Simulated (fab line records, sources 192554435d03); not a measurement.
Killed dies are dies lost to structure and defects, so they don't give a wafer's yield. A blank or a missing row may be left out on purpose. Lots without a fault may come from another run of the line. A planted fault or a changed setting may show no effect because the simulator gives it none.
fab line records | flow n5_finfet
record lots=7 wafers=39
route steps=1938 shown BEOL_M13@1659 BEOL_M15@1773 PASSIVATION@1923
start_h: hours from the record's first day to the start of the lot's first wafer shown | wait_h: hours since the lot's step before | " the same as in the row above | L1.1+2: a row that stands for several wafers | - no value, or no start given | * or withheld: withheld | < > ~ a bound
route shown NAME@n: a module of which the file shows steps, and the number in the route of the first | usual: mean/standard deviation of fault-free wafers | same: alike in all rows | chamber/n: place in a boat | sites: the reading at each site | _std_site: their standard deviation | _edge_site: outer sites' mean less inner sites' | radius_mm: how far each site lies from the wafer's centre | mask NAME#n: copy n | behind: the tool/chamber that last shaped the wafer | hold: why the lot was held/for how many hours/how that ended | device: the transistor (n, p or np) that didn't switch | end of line: the same wafers' tests at the end of the route | a step without rows: its recipe alone | killed: dies lost to structure and defects at the first sort, not the wafer's yield | map: a wafer's dies, x killed, . not, _ none there
set.NAME: the setting as run; set.NAME@STEP: as run at that earlier step | model.NAME: the simulator's own value behind a step, which no gauge read
lots whose settings were changed on purpose; a table a step, a row a wafer
## steps
# step N5_BEOL_M13_ILD_DEP_00
# recipe material=SiOC target_thk_a=8379.2 temp_c=350 precursor=DEMS/O2 pressure_torr=5 rf_w=500 time_s=166.4
# columns lot.wafer tool chamber start_h wait_h set.target_thk_a model.SiOC_of_BEOL_M13_ILD_DEP_00.thk_nm
L074.1 pecvd-04 0 257.13 0.0 4781 474.6
L074.2 " 1 " " 8379.2 827.6
L074.3 " 2 " " 4781 461.4
L074.4 " 2 " " 8379.2 828.4
L074.5 " 0 " " 8379.2 836.4
L074.6 " 1 " " 4781 481.8
L078.1 pecvd-03 0 269.61 0.0 8379.2 843.4
L078.2 " 2 " " 8379.2 838.8
L078.3 " 1 " " 8379.2 848
L078.4 " 1 " " 8379.2 854.6
L078.5 " 0 " " 8379.2 855.6
L078.6 " 2 " " 8379.2 838.6
L079.1 pecvd-03 0 270.14 0.0 8379.2 834.6
L079.2 " 2 " " 8379.2 836.2
L079.3 " 1 " " 3466 356
L079.4 " 1 " " 8379.2 832.2
L079.5 " 0 " " 3466 350.6
L079.6 " 2 " " 3466 347
L082.2 pecvd-04 1 293.71 0.0 8379.2 833
L082.3 " 0 " " 8379.2 844
L082.6 " 2 " " 8379.2 843
L085.1 pecvd-02 2 311.27 0.0 3588 360.6
L085.2 " 0 " " 8379.2 814.6
L085.3 " 1 " " 8379.2 835.6
L085.4 " 0 " " 8379.2 819.2
L085.5 " 2 " " 3588 374.4
L085.6 " 1 " " 3588 353.4
L089.1 pecvd-02 2 339.23 0.0 6142 598.8
L089.2 " 1 " " 6142 586.4
L089.3 " 0 " " 8379.2 810.4
L089.4 " 2 " " 6142 615.6
L089.5 " 1 " " 8379.2 834.8
L089.6 " 0 " " 8379.2 815.6
L090.1 pecvd-04 1 353.20 0.0 8379.2 823.8
L090.2 " 2 " " 8379.2 819.6
L090.3 " 0 " " 8379.2 838.8
L090.4 " 0 " " 8379.2 847.8
L090.5 " 2 " " 8379.2 831.8
L090.6 " 1 " " 8379.2 834
# step N5_BEOL_M13_THK_MEAS_01
# recipe reads=SiOC_of_BEOL_M13_ILD_DEP_00
# usual M13_ILD_THK=837/11
# columns lot.wafer tool chamber start_h wait_h set.target_thk_a@BEOL_M13_ILD_DEP_00 M13_ILD_THK[nm]
L074.1 film_metro-02 - 257.29 0.1 4781 475
L074.2 " - " " 8379.2 828
L074.3 " - " " 4781 462
L074.4 " - " " 8379.2 829
L074.5 " - " " 8379.2 836
L074.6 " - " " 4781 482
L078.1 film_metro-01 - 269.76 0.1 8379.2 843
L078.2 " - " " 8379.2 839
L078.3 " - " " 8379.2 848
L078.4 " - " " 8379.2 855
L078.5 " - " " 8379.2 856
L078.6 " - " " 8379.2 839
L079.1 film_metro-02 - 270.29 0.1 8379.2 834
L079.2 " - " " 8379.2 837
L079.3 " - " " 3466 356
L079.4 " - " " 8379.2 832
L079.5 " - " " 3466 351
L079.6 " - " " 3466 347
L082.2 film_metro-02 - 293.86 0.1 8379.2 833
L082.3 " - " " 8379.2 844
L082.6 " - " " 8379.2 843
L085.1 film_metro-02 - 311.42 0.1 3588 361
L085.2 " - " " 8379.2 814
L085.3 " - " " 8379.2 836
L085.4 " - " " 8379.2 820
L085.5 " - " " 3588 374
L085.6 " - " " 3588 354
L089.1 film_metro-01 - 339.39 0.1 6142 599
L089.2 " - " " 6142 586
L089.3 " - " " 8379.2 810
L089.4 " - " " 6142 615
L089.5 " - " " 8379.2 835
L089.6 " - " " 8379.2 816
L090.1 film_metro-01 - 353.35 0.1 8379.2 824
L090.2 " - " " 8379.2 819
L090.3 " - " " 8379.2 839
L090.4 " - " " 8379.2 848
L090.5 " - " " 8379.2 832
L090.6 " - " " 8379.2 834
# step N5_BEOL_M13_COAT_58
# recipe resist=BARC temp_c=205 time_s=60 spin_rpm=1500 resist_thk_nm=89
# step N5_BEOL_M13_COAT_04
# recipe spin_rpm=1625 resist_thk_nm=400
# step N5_BEOL_M13_DESCUM_15
# recipe chemistry=O2 time_s=7.9 source_power_w=50 bias_power_w=20 pressure_mtorr=20 rf_frequency_hz=2.712e+07 temp_c=40 o2_flow_sccm=225
# step N5_BEOL_M13_ETCH_59
# recipe chemistry=N2/H2 target=BARC target_depth_a=890 overetch_a=267 time_s=67.9 ion_energy_ev=200 pressure_mtorr=30 source_w=840 bias_w=150 n2_flow_sccm=200 h2_flow_sccm=200
# step N5_BEOL_M13_VIA_ETCH_16
# recipe chemistry=C4F8/O2/Ar target=SiOC pressure_mtorr=30 source_w=3000 bias_w=700 Ar_flow_sccm=400 C4F8_flow_sccm=15 O2_flow_sccm=8 he_inner_torr=15 he_outer_torr=30 target_depth_a=9217 time_s=withheld ion_energy_ev=250 ends=cleared
# columns lot.wafer tool chamber start_h wait_h set.target_thk_a@BEOL_M13_ILD_DEP_00 model.etch.depth_nm model.coat_of_BEOL_M13_COAT_04.thk_nm
L074.1 rie_diel-01 0 257.85 0.0 4781 474.7 178
L074.2 " 2 " " 8379.2 827.5 73
L074.3 " 3 " " 4781 461.4 179
L074.4 " 1 " " 8379.2 828.3 69.8
L074.5 " 3 " " 8379.2 836.5 69
L074.6 " 2 " " 4781 481.9 174.8
L078.1 rie_diel-01 0 270.26 0.0 8379.2 843.4 67.2
L078.2 " 2 " " 8379.2 838.9 69.8
L078.3 " 1 " " 8379.2 848 64
L078.4 " 3 " " 8379.2 854.6 62.6
L078.5 " 0 " " 8379.2 855.5 64.2
L078.6 " 3 " " 8379.2 838.7 67.4
L079.1 rie_diel-03 0 270.77 0.0 8379.2 834.5 71.8
L079.2 " 2 " " 8379.2 836.2 70.8
L079.3 " 3 " " 3466 356 210
L079.4 " 1 " " 8379.2 832.2 73
L079.5 " 2 " " 3466 350.5 213.2
L079.6 " 3 " " 3466 346.9 211.4
L082.2 rie_diel-01 3 294.47 0.0 8379.2 833 70
L082.3 " 0 " " 8379.2 844 68.4
L082.6 " 1 " " 8379.2 842.9 65.6
L085.1 rie_diel-03 3 312.03 0.0 3588 360.5 210.2
L085.2 " 1 " " 8379.2 814.6 78.2
L085.3 " 2 " " 8379.2 835.7 73.4
L085.4 " 0 " " 8379.2 819.2 76.4
L085.5 " 2 " " 3588 374.5 207.2
L085.6 " 1 " " 3588 353.3 215
L089.1 rie_diel-01 1 339.99 0.0 6142 598.9 135.6
L089.2 " 2 " " 6142 586.4 142.6
L089.3 " 0 " " 8379.2 810.5 76.6
L089.4 " 3 " " 6142 615.7 130.8
L089.5 " 0 " " 8379.2 834.7 68.4
L089.6 " 1 " " 8379.2 815.5 72
L090.1 rie_diel-03 1 353.83 0.0 8379.2 823.9 77.2
L090.2 " 3 " " 8379.2 819.7 74
L090.3 " 0 " " 8379.2 838.8 69.4
L090.4 " 2 " " 8379.2 847.8 67.2
L090.5 " 2 " " 8379.2 831.7 71.6
L090.6 " 3 " " 8379.2 834.1 69.4
# step N5_BEOL_M13_STRIP_63
# recipe chemistry=N2/H2 power_w=1000 temp_c=250 h2_frac=0.65 overash_fraction=0.3 pressure_mtorr=1000 n2_flow_sccm=1750 h2_flow_sccm=3250
# usual oes_product_au=0.674/0.0047 strip_time_to_endpoint_s=27.5/0.99
# columns lot.wafer tool chamber start_h wait_h set.target_thk_a@BEOL_M13_ILD_DEP_00 oes_product_au strip_time_to_endpoint_s
L074.1 plasma_asher-02 0 258.09 - 4781 0.722 56.9
L074.2 " 1 " " 8379.2 0.671 28.6
L074.3 " 0 " " 4781 0.722 57.2
L074.4 " 1 " " 8379.2 0.680 27.6
L074.5 " 0 " " 8379.2 0.675 27.4
L074.6 " 1 " " 4781 0.716 56.2
L078.1 plasma_asher-02 0 270.50 - 8379.2 0.669 26.9
L078.2 " 1 " " 8379.2 0.677 27.6
L078.3 " 1 " " 8379.2 0.670 25.9
L078.4 " 0 " " 8379.2 0.669 25.5
L078.5 " 1 " " 8379.2 0.673 25.9
L078.6 " 0 " " 8379.2 0.667 26.9
L079.1 plasma_asher-02 1 271.00 - 8379.2 0.668 28.2
L079.2 " 0 " " 8379.2 0.673 27.9
L079.3 " 1 " " 3466 0.809 65.2
L079.4 " 0 " " 8379.2 0.679 28.5
L079.5 " 1 " " 3466 0.804 66.0
L079.6 " 0 " " 3466 0.810 65.6
L082.2 plasma_asher-02 0 294.70 - 8379.2 0.670 27.7
L082.3 " 1 " " 8379.2 0.677 27.2
L082.6 " 0 " " 8379.2 0.670 26.4
L085.1 plasma_asher-01 0 312.26 - 3588 0.804 65.2
L085.2 " 1 " " 8379.2 0.678 30.1
L085.3 " 1 " " 8379.2 0.675 28.6
L085.4 " 0 " " 8379.2 0.673 29.6
L085.5 " 1 " " 3588 0.795 64.5
L085.6 " 0 " " 3588 0.814 66.5
L089.1 plasma_asher-01 0 340.22 - 6142 0.690 45.9
L089.2 " 1 " " 6142 0.699 47.7
L089.3 " 1 " " 8379.2 0.676 29.6
L089.4 " 0 " " 6142 0.695 44.6
L089.5 " 0 " " 8379.2 0.681 27.2
L089.6 " 1 " " 8379.2 0.672 28.3
L090.1 plasma_asher-02 1 354.07 - 8379.2 0.679 29.8
L090.2 " 0 " " 8379.2 0.674 28.8
L090.3 " 0 " " 8379.2 0.675 27.5
L090.4 " 1 " " 8379.2 0.673 26.9
L090.5 " 0 " " 8379.2 0.676 28.1
L090.6 " 1 " " 8379.2 0.679 27.5
# step N5_BEOL_M15_ILD_DEP_00
# recipe material=SiO2 target_thk_a=16293 temp_c=400 precursor=TEOS/O2 pressure_torr=6.5 rf_w=900 teos_flow_sccm=161.4 gas=O2 flow_sccm=2650 time_s=346.1
# columns lot.wafer tool chamber start_h wait_h set.target_thk_a model.SiO2_of_BEOL_M15_ILD_DEP_00.thk_nm
L074.1 pecvd-01 2 266.87 0.0 25430 2552
L074.2 " 0 " " 25430 2519
L074.3 " 1 " " 25430 2545
L074.4 " 2 " " 16293 1642
L074.5 " 1 " " 16293 1652
L074.6 " 0 " " 16293 1636
L079.1 pecvd-01 0 299.41 0.0 26030 2581
L079.2 " 2 " " 16293 1626
L079.3 " 1 " " 16293 1629
L079.4 " 0 " " 16293 1623
L079.5 " 2 " " 26030 2612
L079.6 " 1 " " 26030 2622
L078.1 pecvd-02 1 299.77 0.0 16293 1597
L078.2 " 2 " " 24050 2356
L078.3 " 0 " " 24050 2392
L078.4 " 2 " " 16293 1617
L078.5 " 0 " " 24050 2404
L078.6 " 1 " " 16293 1628
L082.2 pecvd-02 1 305.12 0.0 16293 1609
L082.3 " 0 " " 16293 1624
L082.6 " 2 " " 16293 1612
L085.1+3 pecvd-01 2,0 322.55 0.0 16293 1622
L085.2 " 1 " " 16293 1647
L085.4 " 0 " " 16293 1645
L085.5 " 2 " " 16293 1678
L085.6 " 1 " " 16293 1660
L089.1 pecvd-01 2 349.85 0.0 10020 1024
L089.2 " 0 " " 16293 1635
L089.3 " 1 " " 16293 1650
L089.4 " 1 " " 10020 1053
L089.5 " 0 " " 10020 1023
L089.6 " 2 " " 16293 1690
L090.1 pecvd-02 1 364.97 0.0 16293 1609
L090.2 " 0 " " 16293 1640
L090.3 " 2 " " 16293 1634
L090.4 " 2 " " 16293 1669
L090.5 " 1 " " 16293 1636
L090.6 " 0 " " 16293 1660
# step N5_BEOL_M15_THK_MEAS_01
# recipe reads=SiO2_of_BEOL_M15_ILD_DEP_00
# usual M15_ILD_THK=1635/25
# columns lot.wafer tool chamber start_h wait_h set.target_thk_a@BEOL_M15_ILD_DEP_00 M15_ILD_THK[nm]
L074.1 film_metro-01 - 267.12 0.1 25430 2552
L074.2 " - " " 25430 2519
L074.3 " - " " 25430 2545
L074.4 " - " " 16293 1642
L074.5 " - " " 16293 1652
L074.6 " - " " 16293 1637
L079.1 film_metro-01 - 299.66 0.1 26030 2580
L079.2 " - " " 16293 1628
L079.3 " - " " 16293 1629
L079.4 " - " " 16293 1623
L079.5 " - " " 26030 2612
L079.6 " - " " 26030 2621
L078.1 film_metro-01 - 300.02 0.1 16293 1595
L078.2 " - " " 24050 2356
L078.3 " - " " 24050 2393
L078.4 " - " " 16293 1618
L078.5 " - " " 24050 2404
L078.6 " - " " 16293 1627
L082.2 film_metro-01 - 305.37 0.1 16293 1610
L082.3 " - " " 16293 1624
L082.6 " - " " 16293 1613
L085.1 film_metro-01 - 322.80 0.1 16293 1621
L085.2 " - " " 16293 1647
L085.3 " - " " 16293 1622
L085.4 " - " " 16293 1646
L085.5 " - " " 16293 1677
L085.6 " - " " 16293 1660
L089.1 film_metro-02 - 350.10 0.1 10020 1024
L089.2 " - " " 16293 1635
L089.3 " - " " 16293 1650
L089.4 " - " " 10020 1053
L089.5 " - " " 10020 1023
L089.6 " - " " 16293 1690
L090.1 film_metro-02 - 365.22 0.1 16293 1609
L090.2 " - " " 16293 1640
L090.3 " - " " 16293 1634
L090.4 " - " " 16293 1667
L090.5 " - " " 16293 1636
L090.6 " - " " 16293 1660
# step N5_BEOL_M15_COAT_58
# recipe resist=BARC temp_c=205 time_s=60 spin_rpm=1500 resist_thk_nm=89
# step N5_BEOL_M15_COAT_04
# recipe spin_rpm=1704 resist_thk_nm=800
# step N5_BEOL_M15_DESCUM_15
# recipe chemistry=O2 time_s=7.9 source_power_w=50 bias_power_w=20 pressure_mtorr=20 rf_frequency_hz=2.712e+07 temp_c=40 o2_flow_sccm=225
# step N5_BEOL_M15_ETCH_59
# recipe chemistry=N2/H2 target=BARC target_depth_a=890 overetch_a=267 time_s=67.9 ion_energy_ev=200 pressure_mtorr=30 source_w=840 bias_w=150 n2_flow_sccm=200 h2_flow_sccm=200
# step N5_BEOL_M15_VIA_ETCH_16
# recipe chemistry=C4F8/O2/Ar target=SiO2 he_inner_torr=15 he_outer_torr=30 target_depth_a=17922 time_s=withheld ion_energy_ev=800 pressure_mtorr=20 source_w=1905 bias_w=2040 Ar_flow_sccm=400 C4F8_flow_sccm=16 O2_flow_sccm=12 ends=cleared
# columns lot.wafer tool chamber start_h wait_h set.target_thk_a@BEOL_M15_ILD_DEP_00 model.etch.depth_nm model.coat_of_BEOL_M15_COAT_04.thk_nm
L074.1 rie_diel-02 3 267.86 0.0 25430 2552 104.8
L074.2 " 2 " " 25430 2519 123.4
L074.3 " 0 " " 25430 2545 123.6
L074.4 " 0 " " 16293 1642 330.4
L074.5 " 2 " " 16293 1652 329.6
L074.6 " 3 " " 16293 1636 325
L079.1 rie_diel-01 3 300.42 0.0 26030 2581 99.6
L079.2 " 1 " " 16293 1626 331.6
L079.3 " 0 " " 16293 1629 335
L079.4 " 2 " " 16293 1623 331.8
L079.5 " 1 " " 26030 2612 99.8
L079.6 " 2 " " 26030 2622 95
L078.1 rie_diel-03 2 300.64 0.0 16293 1597 342.8
L078.2 " 3 " " 24050 2356 154
L078.3 " 1 " " 24050 2392 151.2
L078.4 " 0 " " 16293 1617 331.8
L078.5 " 0 " " 24050 2404 146.8
L078.6 " 1 " " 16293 1628 329.4
L082.2 rie_diel-03 2 305.91 0.0 16293 1609 339
L082.3 " 1 " " 16293 1624 334.6
L082.6 " 3 " " 16293 1612 327.6
L085.1 rie_diel-03 1 323.40 0.0 16293 1622 339
L085.2 " 3 " " 16293 1647 323.8
L085.3 " 0 " " 16293 1622 336.8
L085.4 " 2 " " 16293 1645 336.6
L085.5 " 2 " " 16293 1678 326
L085.6 " 1 " " 16293 1660 329.4
L089.1 rie_diel-03 0 350.70 0.0 10020 1024 471.2
L089.2 " 3 " " 16293 1635 324
L089.3 " 2 " " 16293 1650 327.4
L089.4 " 1 " " 10020 1053 467
L089.5 " 0 " " 10020 1023 472.6
L089.6 " 3 " " 16293 1690 308.2
L090.1 rie_diel-01 3 365.82 0.0 16293 1609 335.6
L090.2 " 2 " " 16293 1640 337.8
L090.3 " 0 " " 16293 1634 337.4
L090.4 " 1 " " 16293 1669 327
L090.5 " 2 " " 16293 1636 331.4
L090.6 " 3 " " 16293 1660 322
# step N5_BEOL_M15_STRIP_63
# recipe chemistry=O2 power_w=600 temp_c=60 pressure_mtorr=30 rf_frequency_hz=6e+07 bias_power_w=0 overash_fraction=0.3 o2_flow_sccm=225
# step N5_BEOL_M15_STRIP_64
# recipe chemistry=O2 power_w=600 temp_c=60 pressure_mtorr=30 rf_frequency_hz=6e+07 bias_power_w=0 overash_fraction=0.3 o2_flow_sccm=225
# step N5_BEOL_M15_STRIP_65
# recipe chemistry=post_etch_residue_remover time_s=60 temp_c=25 remover_ph=withheld remover_water_wt_pct=withheld remover_fluoride_wt_pct=withheld
# step N5_BEOL_M15_SRD_66
# recipe time_s=30 temp_c=23 rinse_liquid=diw dry=n2_spin spin_rpm=1500 dry_time_s=30
# step N5_BEOL_M15_CD_MEAS_17
# recipe target_cd_nm=360 polarity=opening
# usual cd_nm=361.4/1.8
# columns lot.wafer tool chamber start_h wait_h set.target_thk_a@BEOL_M15_ILD_DEP_00 cd_nm
L074.1 cd_sem-02 - 268.28 0.0 25430 367.9
L074.2 " - " " 25430 369.8
L074.3 " - " " 25430 371.8
L074.4 " - " " 16293 360.5
L074.5 " - " " 16293 363.1
L074.6 " - " " 16293 357.9
L079.1 cd_sem-02 - 300.83 0.0 26030 367.1
L079.2 " - " " 16293 359.5
L079.3 " - " " 16293 359.9
L079.4 " - " " 16293 360.8
L079.5 " - " " 26030 372.6
L079.6 " - " " 26030 371.3
L078.1 cd_sem-02 - 301.05 0.0 16293 360.8
L078.2 " - " " 24050 367.1
L078.3 " - " " 24050 367.8
L078.4 " - " " 16293 363.7
L078.5 " - " " 24050 372.2
L078.6 " - " " 16293 361.5
L082.2 cd_sem-03 - 306.32 0.0 16293 363.7
L082.3 " - " " 16293 362.7
L082.6 " - " " 16293 361.0
L085.1 cd_sem-01 - 323.81 0.0 16293 358.2
L085.2 " - " " 16293 362.7
L085.3 " - " " 16293 364.4
L085.4 " - " " 16293 363.6
L085.5 " - " " 16293 361.4
L085.6 " - " " 16293 361.5
L089.1 cd_sem-01 - 351.11 0.0 10020 355.1
L089.2 " - " " 16293 362.0
L089.3 " - " " 16293 360.4
L089.4 " - " " 10020 355.3
L089.5 " - " " 10020 356.3
L089.6 " - " " 16293 361.0
L090.1 cd_sem-02 - 366.24 0.0 16293 362.7
L090.2 " - " " 16293 360.7
L090.3 " - " " 16293 362.4
L090.4 " - " " 16293 358.3
L090.5 " - " " 16293 362.5
L090.6 " - " " 16293 358.5
# step N5_PASSIVATION_DEVELOP_43
# recipe develop_time_s=60 rinse_liquid=diw dry=air_spin dev_temp_c=21
# columns lot.wafer tool chamber start_h wait_h set.develop_time_s
L074.1+2+3+4+5+6 litho_track-05 0 - - 60
L078.1+3+4 litho_track-02 0 - - 79.23
L078.2+5+6 " 0 " " 60
L079.1+3+5 litho_track-05 0 - - 60
L079.2+4+6 " 0 " " 70.85
L082.2+3+6 litho_track-05 0 - - 60
L085.1+2+3+4+5+6 litho_track-03 0 - - 60
L089.1+5+6 litho_track-05 0 - - 60
L089.2+3+4 " 0 " " 35.7
L090.1+4+6 litho_track-05 0 - - 60
L090.2+3+5 " 0 " " 46.84
# step N5_PASSIVATION_HARDBAKE_45
# recipe temp_c=130 time_s=120
# step N5_PASSIVATION_CD_MEAS_44
# recipe target_cd_nm=40000 landing_energy_ev=500 detector=se_inlens
# usual cd_nm=39997/3.5
# columns lot.wafer tool chamber start_h wait_h set.develop_time_s@PASSIVATION_DEVELOP_43 cd_nm
L074.1 cd_sem-02 0 291.66 - 60 39995
L074.2 " 0 " " 60 40001
L074.3 " 0 " " 60 40002
L074.4 " 0 " " 60 40002
L074.5 " 0 " " 60 40000
L074.6 " 0 " " 60 40001
L078.1 cd_sem-03 0 315.90 - 79.23 40008
L078.2 " 0 " " 60 39996
L078.3 " 0 " " 79.23 40010
L078.4 " 0 " " 79.23 40008
L078.5 " 0 " " 60 39998
L078.6 " 0 " " 60 39999
L079.1 cd_sem-01 0 316.11 - 60 39996
L079.2 " 0 " " 70.85 40005
L079.3 " 0 " " 60 39998
L079.4 " 0 " " 70.85 40005
L079.5 " 0 " " 60 40000
L079.6 " 0 " " 70.85 40002
L082.2 cd_sem-02 0 322.70 - 60 40000
L082.3 " 0 " " 60 40001
L082.6 " 0 " " 60 40001
L085.1 cd_sem-01 0 340.61 - 60 39991
L085.2 " 0 " " 60 40000
L085.3 " 0 " " 60 40000
L085.4 " 0 " " 60 40002
L085.5 " 0 " " 60 39993
L085.6 " 0 " " 60 39997
L089.1 cd_sem-02 0 366.44 - 60 40002
L089.2 " 0 " " 35.7 39976
L089.3 " 0 " " 35.7 39980
L089.4 " 0 " " 35.7 39981
L089.5 " 0 " " 60 40002
L089.6 " 0 " " 60 40002
L090.1 cd_sem-03 0 384.55 - 60 40002
L090.2 " 0 " " 46.84 39989
L090.3 " 0 " " 46.84 39986
L090.4 " 0 " " 60 40002
L090.5 " 0 " " 46.84 39985
L090.6 " 0 " " 60 39998
## key
split step=N5_BEOL_M13_ILD_DEP_00 setting=target_thk_a stated=8379.2 by=wafer
response step=N5_BEOL_M13_ILD_DEP_00 reading=model.SiOC_of_BEOL_M13_ILD_DEP_00.thk_nm change=+8.19 per=1% r=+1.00
response step=N5_BEOL_M13_THK_MEAS_01 reading=M13_ILD_THK change=+8.2 per=1% r=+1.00
response step=N5_BEOL_M13_VIA_ETCH_16 reading=model.etch.depth_nm change=+8.19 per=1% r=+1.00
response step=N5_BEOL_M13_VIA_ETCH_16 reading=model.coat_of_BEOL_M13_COAT_04.thk_nm change=-2.39 per=1% r=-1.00
response step=N5_BEOL_M13_STRIP_63 reading=oes_product_au change=-0.00191 per=1% r=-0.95
response step=N5_BEOL_M13_STRIP_63 reading=strip_time_to_endpoint_s change=* per=1% r=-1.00
split step=N5_BEOL_M15_ILD_DEP_00 setting=target_thk_a stated=16293 by=wafer
response step=N5_BEOL_M15_ILD_DEP_00 reading=model.SiO2_of_BEOL_M15_ILD_DEP_00.thk_nm change=+16.2 per=1% r=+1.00
response step=N5_BEOL_M15_THK_MEAS_01 reading=M15_ILD_THK change=+16.2 per=1% r=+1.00
response step=N5_BEOL_M15_VIA_ETCH_16 reading=model.etch.depth_nm change=+16.2 per=1% r=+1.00
response step=N5_BEOL_M15_VIA_ETCH_16 reading=model.coat_of_BEOL_M15_COAT_04.thk_nm change=-3.86 per=1% r=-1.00
response step=N5_BEOL_M15_CD_MEAS_17 reading=cd_nm change=+0.161 per=1% r=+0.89
split step=N5_PASSIVATION_DEVELOP_43 setting=develop_time_s stated=60 by=wafer
response step=N5_PASSIVATION_CD_MEAS_44 reading=cd_nm change=+0.486 per=1% r=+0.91
